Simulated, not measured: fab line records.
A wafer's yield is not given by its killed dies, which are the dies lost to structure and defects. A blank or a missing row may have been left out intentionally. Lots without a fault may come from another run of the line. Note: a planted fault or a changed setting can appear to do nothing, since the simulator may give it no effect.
fab line records	flow n5_finfet
record lots=7	wafers=21
route steps=1938 shown ZERO_LAYER@16 WELL_APT@21 FIN_CUT@155 SD_EPI_N@268 HKMG_FIN@390
start_h: hours from the record's opening day to when the first of the lot's shown wafers began	wait_h: hours since the lot's step before	" as in the row above	L1.1+2: a single row standing in for several wafers	- value missing, or start not given	* or withheld: withheld	< > ~ a bound
route shown NAME@n: NAME is a module with steps in the file, n the number in the route of the first one	usual: average and standard deviation across the fault-free wafers	same: alike in all rows	chamber/n: place in a boat	sites: per-site readings	_std_site: standard deviation across them	_edge_site: the outer-site mean with the inner-site mean subtracted	radius_mm: how far each site lies from the wafer's centre	mask NAME#n: copy n	behind: the last tool/chamber to shape the wafer	hold: what put the lot on hold/how long, in hours/how the hold closed	device: the transistor (n, p or np) that didn't switch	end of line: tests of these same wafers at the route's end	step lacking rows: just its recipe	killed: the dies lost at the first sort to structure and to defects; this is not the yield of the wafer	map: a wafer's dies, marking killed ones x, the rest . and places with no die _
set.NAME: the setting as run; set.NAME@STEP: as run at that earlier step	model.NAME: the simulator's own value behind a step, which no gauge read
lots whose settings were changed on purpose; a table a step, a row a wafer
## steps
# step N5_ZERO_LAYER_ETCH_18
# recipe chemistry=HBr/Cl2	target=Si	target_depth_a=1200	time_s=40	pressure_mtorr=10	icp_w=800	bias_w=75	HBr_flow_sccm=150	Cl2_flow_sccm=80
lot.wafer	tool	chamber	start_h	wait_h	set.icp_w	model.etch.depth_nm	model.ZERO_LAYER.feature_depth_nm
L076.1	rie_si-03	1	25.07	0.0	800	118.6	118.6
L076.3	"	2	"	"	800	122.9	122.9
L076.5	"	3	"	"	800	118.7	118.7
L077.2	rie_si-02	3	30.79	0.0	669.9	110.7	110.7
L077.3	"	0	"	"	669.9	112.7	112.7
L077.4	"	2	"	"	800	123.2	123.2
L080.1	rie_si-03	3	48.79	0.0	926.4	126.8	126.8
L080.3	"	0	"	"	800	120.6	120.6
L080.6	"	1	"	"	800	118.3	118.3
L085.1	rie_si-01	2	78.83	0.0	800	116.6	116.6
L085.3	"	0	"	"	737.4	113.6	113.6
L085.6	"	0	"	"	800	117.2	117.2
L088.2	rie_si-01	3	96.83	0.0	800	120.8	120.8
L088.4	"	2	"	"	800	115.1	115.1
L088.6	"	1	"	"	661.2	109.4	109.4
L093.3	rie_si-01	0	126.79	0.0	800	115.5	115.5
L093.4	"	2	"	"	882.7	119.4	119.4
L093.6	"	1	"	"	882.7	122.9	122.9
L095.1	rie_si-03	3	138.91	0.0	800	118.2	118.2
L095.2	"	1	"	"	759.1	116.1	116.1
L095.4	"	0	"	"	759.1	119.3	119.3
# step N5_WELL_APT_COAT_02
# recipe spin_rpm=1357	resist_thk_nm=950
lot.wafer	tool	chamber	start_h	wait_h	set.spin_rpm	model.coat_of_WELL_APT_COAT_02.thk_nm
L076.1	litho_track-03	0	-	-	1357	951.8
L076.3	"	0	"	"	1357	950.6
L076.5	"	0	"	"	1357	949.8
L077.2	litho_track-04	0	-	-	1357	951.1
L077.3	"	0	"	"	1232	997.7
L077.4	"	0	"	"	1232	995.4
L080.1	litho_track-03	0	-	-	1311	966
L080.3	"	0	"	"	1357	947
L080.6	"	0	"	"	1311	965.9
L085.1	litho_track-04	0	-	-	1275	982.3
L085.3+6	"	0	"	"	1357	950.2
L088.2	litho_track-03	0	-	-	1357	952.7
L088.4	"	0	"	"	1438	921.7
L088.6	"	0	"	"	1357	949.8
L093.3+4	litho_track-03	0	-	-	1228	1003
L093.6	"	0	"	"	1228	1004
L095.1	litho_track-03	0	-	-	1357	946.3
L095.2	"	0	"	"	1479	906.9
L095.4	"	0	"	"	1479	904.7
# step N5_FIN_CUT_COAT_19
# recipe resist=SiARC	temp_c=220	time_s=60	spin_rpm=1500	resist_thk_nm=20
lot.wafer	tool	chamber	start_h	wait_h	set.spin_rpm	model.SiARC_of_FIN_CUT_COAT_19.thk_nm
L076.1+5	litho_track-02	0	-	-	1500	20.2
L076.3	"	0	"	"	1500	20
L077.2+3+4	litho_track-04	0	-	-	1500	20
L080.1	litho_track-04	0	-	-	1500	20
L080.3+6	"	0	"	"	1644	19.2
L085.1+3+6	litho_track-02	0	-	-	1500	20
L088.2	litho_track-02	0	-	-	1347	21.2
L088.4	"	0	"	"	1500	20
L088.6	"	0	"	"	1500	20.2
L093.3	litho_track-01	0	-	-	1500	20
L093.4+6	"	0	"	"	1645	19
L095.1+4	litho_track-01	0	-	-	1500	20
L095.2	"	0	"	"	1666	19
# step N5_FIN_CUT_EXPOSE_05
# recipe mask_id=FIN_CUT	na=0.33	source_shape=annular	sigma_inner=0.35	sigma_outer=0.8	polarization=unpolarized	dose_mj=45.75
lot.wafer	tool	chamber	start_h	wait_h	mask	set.dose_mj
L076.1+3+5	euv_scanner-01	0	38.20	-	FIN_CUT#0	45.75
L077.2+4	euv_scanner-01	0	44.35	-	FIN_CUT#0	45.75
L077.3	"	0	"	"	FIN_CUT#0	42.48
L080.1+6	euv_scanner-01	0	63.97	-	FIN_CUT#0	42.89
L080.3	"	0	"	"	FIN_CUT#0	45.75
L085.1	euv_scanner-02	0	93.39	-	FIN_CUT#0	43.86
L085.3+6	"	0	"	"	FIN_CUT#0	45.75
L088.2+6	euv_scanner-02	0	111.17	-	FIN_CUT#0	45.75
L088.4	"	0	"	"	FIN_CUT#0	47.46
L093.3+4	euv_scanner-02	0	142.35	-	FIN_CUT#0	45.75
L093.6	"	0	"	"	FIN_CUT#0	43.38
L095.1+2+4	euv_scanner-02	0	154.04	-	FIN_CUT#0	45.75
# step N5_FIN_CUT_PEB_06
# recipe peb_temp_c=100	peb_time_s=60	resist=CAR-EUV
# step N5_FIN_CUT_DEVELOP_07
# recipe develop_time_s=30	developer=TMAH	resist=CAR-EUV	rinse_liquid=surfactant_rinse	dry=air_spin	dev_temp_c=23
# step N5_FIN_CUT_CD_MEAS_08
# recipe target_cd_nm=29.1	landing_energy_ev=500	detector=se_inlens	polarity=opening
# usual cd_nm=29.06/0.27
lot.wafer	tool	chamber	start_h	wait_h	set.dose_mj@FIN_CUT_EXPOSE_05	cd_nm
L076.1	cd_sem-02	0	38.33	-	45.75	28.90
L076.3	"	0	"	"	45.75	28.89
L076.5	"	0	"	"	45.75	28.97
L077.2	cd_sem-02	0	44.48	-	45.75	29.17
L077.3	"	0	"	"	42.48	27.55
L077.4	"	0	"	"	45.75	28.63
L080.1	cd_sem-01	0	64.10	-	42.89	27.61
L080.3	"	0	"	"	45.75	29.15
L080.6	"	0	"	"	42.89	28.06
L085.1	cd_sem-02	0	93.53	-	43.86	28.31
L085.3	"	0	"	"	45.75	28.88
L085.6	"	0	"	"	45.75	29.34
L088.2	cd_sem-01	0	111.30	-	45.75	28.89
L088.4	"	0	"	"	47.46	29.30
L088.6	"	0	"	"	45.75	29.12
L093.3	cd_sem-03	0	142.47	-	45.75	29.48
L093.4	"	0	"	"	45.75	29.21
L093.6	"	0	"	"	43.38	28.47
L095.1	cd_sem-02	0	154.18	-	45.75	29.20
L095.2	"	0	"	"	45.75	29.32
L095.4	"	0	"	"	45.75	29.01
# step N5_FIN_CUT_DESCUM_13
# recipe chemistry=O2	time_s=7	source_power_w=50	bias_power_w=20	pressure_mtorr=20	rf_frequency_hz=2.712e+07	temp_c=40	resist=CAR-EUV	o2_flow_sccm=225
# step N5_FIN_CUT_ETCH_30
# recipe chemistry=N2/H2	target=underlayer	target_depth_a=130	mask_material=CAR-EUV	time_s=10.4	ion_energy_ev=200	pressure_mtorr=30	source_w=840	bias_w=150	n2_flow_sccm=200	h2_flow_sccm=200	ends=cleared
lot.wafer	tool	chamber	start_h	wait_h	set.dose_mj@FIN_CUT_EXPOSE_05	model.FIN_CUT.cd_offset_nm
L076.1+3+5	rie_diel-03	3,0,3	38.49	0.0	45.75	-0.2
L077.2	rie_diel-05	3	44.64	0.0	45.75	0.4
L077.3	"	0	"	"	42.48	-1.6
L077.4	"	1	"	"	45.75	-0.4
L080.1	rie_diel-05	2	64.45	0.0	42.89	-1.6
L080.3	"	1	"	"	45.75	-0.4
L080.6	"	1	"	"	42.89	-1.2
L085.1	rie_diel-05	3	93.69	0.0	43.86	-0.6
L085.3	"	2	"	"	45.75	0
L085.6	"	1	"	"	45.75	-0.4
L088.2	rie_diel-03	2	111.85	0.0	45.75	-0.2
L088.4	"	1	"	"	47.46	0.4
L088.6	"	0	"	"	45.75	0
L093.3	rie_diel-02	1	142.62	0.0	45.75	0.4
L093.4	"	0	"	"	45.75	0
L093.6	"	2	"	"	43.38	-0.8
L095.1	rie_diel-03	1	154.34	0.0	45.75	0.2
L095.2+4	"	3	"	"	45.75	0.4
# step N5_FIN_CUT_ETCH_20
# recipe chemistry=CF4	target=SiARC	target_depth_a=260	mask_material=CAR-EUV	time_s=43.3	ion_energy_ev=80	pressure_mtorr=40	source_w=545	bias_w=36	Ar_flow_sccm=100	cf4_flow_sccm=100	ends=cleared
lot.wafer	tool	chamber	start_h	wait_h	set.spin_rpm@FIN_CUT_COAT_19	model.etch.depth_nm
L076.1	rie_diel-03	3	38.51	0.0	1500	20.13
L076.3	"	0	"	"	1500	20.09
L076.5	"	3	"	"	1500	20.12
L077.2+3	rie_diel-05	3,0	44.65	0.0	1500	19.92
L077.4	"	1	"	"	1500	19.94
L080.1	rie_diel-05	2	64.47	0.0	1500	19.97
L080.3	"	1	"	"	1644	19.11
L080.6	"	1	"	"	1644	19.14
L085.1+3	rie_diel-05	3,2	93.71	0.0	1500	20.08
L085.6	"	1	"	"	1500	20.03
L088.2	rie_diel-03	2	111.87	0.0	1347	21.2
L088.4	"	1	"	"	1500	20.09
L088.6	"	0	"	"	1500	20.11
L093.3	rie_diel-02	1	142.64	0.0	1500	19.92
L093.4	"	0	"	"	1645	19.04
L093.6	"	2	"	"	1645	18.97
L095.1	rie_diel-03	1	154.36	0.0	1500	20
L095.2	"	3	"	"	1666	19.05
L095.4	"	3	"	"	1500	19.92
# step N5_FIN_CUT_CUT_ETCH_15
# recipe chemistry=HBr/Cl2/O2	target=Si	target_depth_a=1000	bt_time_s=10	mask_material=SOC	time_s=42.4	ion_energy_ev=*	bias_w=*	pressure_mtorr=10	icp_w=800	HBr_flow_sccm=150	Cl2_flow_sccm=80	O2_flow_sccm=12
lot.wafer	tool	chamber	start_h	wait_h	set.time_s	model.FIN_CUT.feature_depth_nm	model.etch.depth_nm	model.SOC_of_FIN_CUT_COAT_18.thk_nm
L076.1	rie_si-04	1	39.08	0.1	42.4	97	96.95	170.6
L076.3	"	0	"	"	42.4	100.8	100.8	169.6
L076.5	"	1	"	"	42.4	97.4	97.48	170.8
L077.2	rie_si-04	3	45.23	0.1	42.4	95.8	95.79	172.4
L077.3	"	1	"	"	46.79	106.6	106.6	168.4
L077.4	"	2	"	"	46.79	108.6	108.6	167.8
L080.1	rie_si-06	0	65.19	0.1	38.91	94.2	94.12	173.2
L080.3	"	3	"	"	42.4	100.2	100.3	170.6
L080.6	"	1	"	"	38.91	92.6	92.62	173.2
L085.1	rie_si-06	3	94.28	0.1	33.96	79.8	79.74	177.6
L085.3	"	1	"	"	33.96	80.6	80.68	178.2
L085.6	"	3	"	"	42.4	99.4	99.36	170.6
L088.2	rie_si-05	3	112.47	0.1	42.4	101.4	101.4	170.8
L088.4	"	0	"	"	33.84	77.6	77.63	178.6
L088.6	"	0	"	"	33.84	77.4	77.38	178.6
L093.3	rie_si-04	0	143.22	0.0	42.4	101.6	101.7	168.6
L093.4	"	2	"	"	37.14	87.4	87.45	174.6
L093.6	"	3	"	"	42.4	96.6	96.63	171.6
L095.1	rie_si-04	3	154.93	0.1	42.4	96.4	96.43	170.6
L095.2	"	2	"	"	42.4	99.6	99.64	171.2
L095.4	"	1	"	"	42.4	97.2	97.26	171.4
# step N5_SD_EPI_N_PEB_07
# recipe peb_temp_c=110	peb_time_s=60	resist=CAR-ArF-block
lot.wafer	tool	chamber	start_h	wait_h	set.peb_temp_c
L076.1+3+5	litho_track-01	0	59.71	0.1	110
L077.2+3+4	litho_track-03	0	66.30	0.0	110
L080.1	litho_track-01	0	89.27	0.1	110
L080.3+6	"	0	"	"	113.1
L085.1	litho_track-04	0	116.95	0.1	110
L085.3+6	"	0	"	"	108.4
L088.2+4+6	litho_track-04	0	132.63	0.0	110
L093.3+4	litho_track-04	0	166.07	0.0	106.5
L093.6	"	0	"	"	110
L095.1+2	litho_track-01	0	180.16	0.1	110
L095.4	"	0	"	"	108.6
# step N5_SD_EPI_N_DEVELOP_08
# recipe develop_time_s=30	developer=TMAH	resist=CAR-ArF-block	dev_temp_c=23	rinse_liquid=diw	dry=air_spin
# step N5_SD_EPI_N_CD_MEAS_09
# recipe target_cd_nm=120	landing_energy_ev=500	detector=se_inlens
# usual cd_nm=120.0/1.2
lot.wafer	tool	chamber	start_h	wait_h	set.peb_temp_c@SD_EPI_N_PEB_07	cd_nm
L076.1	cd_sem-01	0	59.77	-	110	116.2
L076.3	"	0	"	"	110	117.6
L076.5	"	0	"	"	110	118.5
L077.2	cd_sem-03	0	66.37	-	110	120.1
L077.3	"	0	"	"	110	121.1
L077.4	"	0	"	"	110	120.1
L080.1	cd_sem-02	0	89.34	-	110	117.5
L080.3	"	0	"	"	113.1	125.8
L080.6	"	0	"	"	113.1	126.7
L085.1	cd_sem-02	0	117.02	-	110	122.0
L085.3	"	0	"	"	108.4	117.6
L085.6	"	0	"	"	108.4	117.1
L088.2	cd_sem-01	0	132.69	-	110	119.2
L088.4	"	0	"	"	110	120.0
L088.6	"	0	"	"	110	121.0
L093.3	cd_sem-01	0	166.14	-	106.5	110.7
L093.4	"	0	"	"	106.5	109.4
L093.6	"	0	"	"	110	119.8
L095.1	cd_sem-02	0	180.22	-	110	119.6
L095.2	"	0	"	"	110	118.6
L095.4	"	0	"	"	108.6	114.9
# step N5_SD_EPI_N_DESCUM_14
# recipe chemistry=O2	time_s=7.9	source_power_w=50	bias_power_w=20	pressure_mtorr=20	rf_frequency_hz=2.712e+07	temp_c=40	resist=CAR-ArF-block	o2_flow_sccm=225
lot.wafer	tool	chamber	start_h	wait_h	set.peb_temp_c@SD_EPI_N_PEB_07	model.SD_EPI_N.cd_nm
L076.1	rie_diel-04	2	59.86	0.0	110	116.8
L076.3	"	1	"	"	110	117.6
L076.5	"	3	"	"	110	118.2
L077.2	rie_diel-06	1	66.46	0.0	110	120.4
L077.3	"	3	"	"	110	120.8
L077.4	"	2	"	"	110	120.2
L080.1	rie_diel-01	2	89.43	0.0	110	117.2
L080.3	"	1	"	"	113.1	125.8
L080.6	"	1	"	"	113.1	126.4
L085.1	rie_diel-01	3	117.26	0.2	110	121.8
L085.3	"	1	"	"	108.4	117.6
L085.6	"	1	"	"	108.4	117
L088.2	rie_diel-04	2	132.94	0.2	110	119.6
L088.4	"	3	"	"	110	120.2
L088.6	"	2	"	"	110	121.2
L093.3	rie_diel-06	2	166.47	0.3	106.5	110.8
L093.4	"	3	"	"	106.5	109.4
L093.6	"	1	"	"	110	120.2
L095.1	rie_diel-06	2	180.63	0.4	110	119.4
L095.2	"	1	"	"	110	118.2
L095.4	"	3	"	"	108.6	115
# step N5_SD_EPI_N_ETCH_34
# recipe chemistry=CF4	target=SiARC	target_depth_a=455	mask_material=CAR-ArF-block	time_s=75.8	ion_energy_ev=80	pressure_mtorr=40	source_w=545	bias_w=36	Ar_flow_sccm=100	cf4_flow_sccm=100	ends=cleared
# step N5_SD_EPI_N_ETCH_35
# recipe chemistry=N2/H2	target=SOC	overetch_a=1080	mask_material=SiARC	temp_c=40	ion_energy_ev=100	source_w=3000	bias_w=133	pressure_mtorr=20	time_s=486	n2_flow_sccm=200	h2_flow_sccm=200
lot.wafer	tool	chamber	start_h	wait_h	set.peb_temp_c@SD_EPI_N_PEB_07	model.SD_EPI_N.cd_nm
L076.1+3	rie_diel-04	2,1	59.95	0.0	110	117.4
L076.5	"	3	"	"	110	115.4
L077.2	rie_diel-06	1	66.55	0.0	110	123.6
L077.3	"	3	"	"	110	120
L077.4	"	2	"	"	110	124.2
L080.1	rie_diel-01	2	89.52	0.0	110	116
L080.3	"	1	"	"	113.1	125.6
L080.6	"	1	"	"	113.1	126.2
L085.1	rie_diel-01	3	117.35	0.0	110	122.4
L085.3	"	1	"	"	108.4	118.6
L085.6	"	1	"	"	108.4	117.2
L088.2	rie_diel-04	2	133.03	0.0	110	121.4
L088.4	"	3	"	"	110	120
L088.6	"	2	"	"	110	123.2
L093.3	rie_diel-06	2	166.56	0.0	106.5	113.4
L093.4	"	3	"	"	106.5	109.8
L093.6	"	1	"	"	110	122.2
L095.1	rie_diel-06	2	180.72	0.0	110	121.6
L095.2	"	1	"	"	110	122
L095.4	"	3	"	"	108.6	115.4
# step N5_SD_EPI_N_EPI_21
# recipe material=Si:P	dopant=P	temp_c=680	pressure_torr=255	time_s=690
lot.wafer	tool	chamber	start_h	wait_h	set.epi_growth_time_s	model.Si-P_of_SD_EPI_N_EPI_21.thk_nm
L076.1	epi_rpcvd-03	0	61.54	0.1	690	58.6
L076.3	"	0	"	"	690	58.2
L076.5	"	0	"	"	690	58
L077.2	epi_rpcvd-01	0	68.68	0.5	690	59.8
L077.3	"	0	"	"	690	60
L077.4	"	0	"	"	648.5	57.6
L080.1	epi_rpcvd-02	0	91.10	0.1	667.6	57
L080.3	"	0	"	"	667.6	57.4
L080.6	"	0	"	"	690	58.2
L085.1+6	epi_rpcvd-03	0	118.93	0.1	671.6	57.6
L085.3	"	0	"	"	690	59.2
L088.2	epi_rpcvd-02	0	134.91	0.4	690	59.2
L088.4	"	0	"	"	690	58.8
L088.6	"	0	"	"	690	59
L093.3	epi_rpcvd-02	0	168.70	0.7	690	59.4
L093.4	"	0	"	"	651.6	56
L093.6	"	0	"	"	651.6	57
L095.1	epi_rpcvd-03	0	182.32	0.1	690	58
L095.2	"	0	"	"	690	58.2
L095.4	"	0	"	"	690	57.4
# step N5_HKMG_FIN_COAT_41
# recipe resist=SOC	temp_c=250	time_s=60	spin_rpm=1500	resist_thk_nm=300
lot.wafer	tool	chamber	start_h	wait_h	set.spin_rpm	model.SOC_of_HKMG_FIN_COAT_41.thk_nm
L076.1	litho_track-04	0	80.82	-	1500	300.8
L076.3	"	0	"	"	1500	301.2
L076.5	"	0	"	"	1500	301.4
L077.2	litho_track-04	0	88.80	-	1500	299
L077.3+4	"	0	"	"	1500	300
L080.1+3	litho_track-02	0	112.88	-	1500	301.2
L080.6	"	0	"	"	1500	300.8
L085.1	litho_track-02	0	138.60	-	1420	308.2
L085.3	"	0	"	"	1500	299.6
L085.6	"	0	"	"	1420	307.8
L088.2	litho_track-02	0	156.02	-	1500	298.6
L088.4	"	0	"	"	1656	284.6
L088.6	"	0	"	"	1656	284.2
L093.3	litho_track-02	0	187.70	-	1500	299.2
L093.4	"	0	"	"	1500	299.8
L093.6	"	0	"	"	1586	290.6
L095.1	litho_track-02	0	203.13	-	1642	287.4
L095.2	"	0	"	"	1642	286.8
L095.4	"	0	"	"	1500	300
# step N5_HKMG_FIN_COAT_43
# recipe resist=CAR-ArF	spin_rpm=1500	resist_thk_nm=90
lot.wafer	tool	chamber	start_h	wait_h	set.spin_rpm	model.CAR-ArF_of_HKMG_FIN_COAT_43.thk_nm
L076.1	litho_track-04	0	-	-	1500	89.8
L076.3+5	"	0	"	"	1500	90
L077.2	litho_track-04	0	-	-	1425	92
L077.3+4	"	0	"	"	1500	89.6
L080.1	litho_track-02	0	-	-	1379	94.6
L080.3+6	"	0	"	"	1500	90.4
L085.1+6	litho_track-02	0	-	-	1500	90
L085.3	"	0	"	"	1500	90.2
L088.2+6	litho_track-02	0	-	-	1631	86.2
L088.4	"	0	"	"	1500	90.2
L093.3+6	litho_track-02	0	-	-	1500	90.2
L093.4	"	0	"	"	1667	85.8
L095.1	litho_track-02	0	-	-	1500	90
L095.2+4	"	0	"	"	1610	87
# step N5_HKMG_FIN_EBR_45
# recipe solvent=PGMEA	ebr_width_mm=1.5
# step N5_HKMG_FIN_SOFTBAKE_44
# recipe temp_c=110	time_s=60	resist=CAR-ArF
# step N5_HKMG_FIN_DESCUM_53
# recipe chemistry=O2	time_s=7.9	source_power_w=50	bias_power_w=20	pressure_mtorr=20	rf_frequency_hz=2.712e+07	temp_c=40	resist=CAR-ArF	o2_flow_sccm=225
lot.wafer	tool	chamber	start_h	wait_h	set.spin_rpm@HKMG_FIN_COAT_43	model.CAR-ArF_of_HKMG_FIN_COAT_43.thk_nm
L076.1	rie_diel-06	2	81.64	0.4	1500	83.2
L076.3+5	"	0,3	"	"	1500	83.4
L077.2	rie_diel-04	3	89.13	0.0	1425	85.4
L077.3	"	1	"	"	1500	83.2
L077.4	"	0	"	"	1500	83
L080.1	rie_diel-04	3	113.33	0.0	1379	88
L080.3+6	"	0,3	"	"	1500	83.8
L085.1+3	rie_diel-01	3,1	139.05	0.0	1500	83.6
L085.6	"	1	"	"	1500	83.4
L088.2	rie_diel-04	0	156.59	0.0	1631	79.6
L088.4	"	1	"	"	1500	83.6
L088.6	"	1	"	"	1631	79.8
L093.3	rie_diel-06	3	188.10	0.1	1500	83.8
L093.4	"	0	"	"	1667	79.2
L093.6	"	1	"	"	1500	83.4
L095.1	rie_diel-01	3	203.58	0.0	1500	83.4
L095.2	"	2	"	"	1610	80.4
L095.4	"	2	"	"	1610	80.6
# step N5_HKMG_FIN_ETCH_54
# recipe chemistry=CF4	target=SiARC	target_depth_a=455	mask_material=CAR-ArF	time_s=75.8	ion_energy_ev=80	pressure_mtorr=40	source_w=545	bias_w=36	Ar_flow_sccm=100	cf4_flow_sccm=100	ends=cleared
# usual rf_vpp_V=184.2/1.2
lot.wafer	tool	chamber	start_h	wait_h	set.bias_w	rf_vpp_V
L076.1	rie_diel-06	2	81.67	0.0	36	184.6
L076.3	"	0	"	"	36	185.9
L076.5	"	3	"	"	36	185.1
L077.2	rie_diel-04	3	89.17	0.0	30.85	166.3
L077.3	"	1	"	"	36	184.2
L077.4	"	0	"	"	36	183.6
L080.1	rie_diel-04	3	113.37	0.0	36	182.8
L080.3	"	0	"	"	36	182.8
L080.6	"	3	"	"	36	183.6
L085.1	rie_diel-01	3	139.09	0.0	36	183.5
L085.3	"	1	"	"	36	182.9
L085.6	"	1	"	"	36	183.7
L088.2	rie_diel-04	0	156.63	0.0	36	184.8
L088.4	"	1	"	"	36	185.1
L088.6	"	1	"	"	36	184.5
L093.3	rie_diel-06	3	188.13	0.0	36	182.9
L093.4	"	0	"	"	38.44	193.0
L093.6	"	1	"	"	36	186.3
L095.1	rie_diel-01	3	203.62	0.0	36	185.6
L095.2	"	2	"	"	36	183.3
L095.4	"	2	"	"	36	183.1
## key
split step=N5_ZERO_LAYER_ETCH_18	setting=icp_w	stated=800	by=wafer
response step=N5_ZERO_LAYER_ETCH_18	reading=model.etch.depth_nm	change=+0.533	per=1%	r=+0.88
response step=N5_ZERO_LAYER_ETCH_18	reading=model.ZERO_LAYER.feature_depth_nm	change=+0.533	per=1%	r=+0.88
split step=N5_WELL_APT_COAT_02	setting=spin_rpm	stated=1357	by=wafer
response step=N5_WELL_APT_COAT_02	reading=model.coat_of_WELL_APT_COAT_02.thk_nm	change=-4.88	per=1%	r=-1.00
split step=N5_FIN_CUT_COAT_19	setting=spin_rpm	stated=1500	by=wafer
response step=N5_FIN_CUT_COAT_19	reading=model.SiARC_of_FIN_CUT_COAT_19.thk_nm	change=-0.0962	per=1%	r=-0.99
response step=N5_FIN_CUT_ETCH_20	reading=model.etch.depth_nm	change=-0.0931	per=1%	r=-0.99
split step=N5_FIN_CUT_EXPOSE_05	setting=dose_mj	stated=45.75	by=wafer
response step=N5_FIN_CUT_CD_MEAS_08	reading=cd_nm	change=+0.181	per=1%	r=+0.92
response step=N5_FIN_CUT_ETCH_30	reading=model.FIN_CUT.cd_offset_nm	change=+0.178	per=1%	r=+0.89
split step=N5_FIN_CUT_CUT_ETCH_15	setting=time_s	stated=42.4	by=wafer
response step=N5_FIN_CUT_CUT_ETCH_15	reading=model.FIN_CUT.feature_depth_nm	change=+1.05	per=1%	r=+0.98
response step=N5_FIN_CUT_CUT_ETCH_15	reading=model.etch.depth_nm	change=+1.05	per=1%	r=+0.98
response step=N5_FIN_CUT_CUT_ETCH_15	reading=model.SOC_of_FIN_CUT_COAT_18.thk_nm	change=-0.375	per=1%	r=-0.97
split step=N5_SD_EPI_N_PEB_07	setting=peb_temp_c	stated=110	by=wafer
response step=N5_SD_EPI_N_CD_MEAS_09	reading=cd_nm	change=+3.1	per=1%	r=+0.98
response step=N5_SD_EPI_N_DESCUM_14	reading=model.SD_EPI_N.cd_nm	change=+3.15	per=1%	r=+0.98
response step=N5_SD_EPI_N_ETCH_35	reading=model.SD_EPI_N.cd_nm	change=+3.5	per=1%	r=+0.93
split step=N5_SD_EPI_N_EPI_21	setting=epi_growth_time_s	stated=690	by=wafer
response step=N5_SD_EPI_N_EPI_21	reading=model.Si-P_of_SD_EPI_N_EPI_21.thk_nm	change=+0.442	per=1%	r=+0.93
split step=N5_HKMG_FIN_COAT_41	setting=spin_rpm	stated=1500	by=wafer
response step=N5_HKMG_FIN_COAT_41	reading=model.SOC_of_HKMG_FIN_COAT_41.thk_nm	change=-1.41	per=1%	r=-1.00
split step=N5_HKMG_FIN_COAT_43	setting=spin_rpm	stated=1500	by=wafer
response step=N5_HKMG_FIN_COAT_43	reading=model.CAR-ArF_of_HKMG_FIN_COAT_43.thk_nm	change=-0.441	per=1%	r=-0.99
response step=N5_HKMG_FIN_DESCUM_53	reading=model.CAR-ArF_of_HKMG_FIN_COAT_43.thk_nm	change=-0.435	per=1%	r=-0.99
split step=N5_HKMG_FIN_ETCH_54	setting=bias_w	stated=36	by=wafer
response step=N5_HKMG_FIN_ETCH_54	reading=rf_vpp_V	change=+1.23	per=1%	r=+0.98
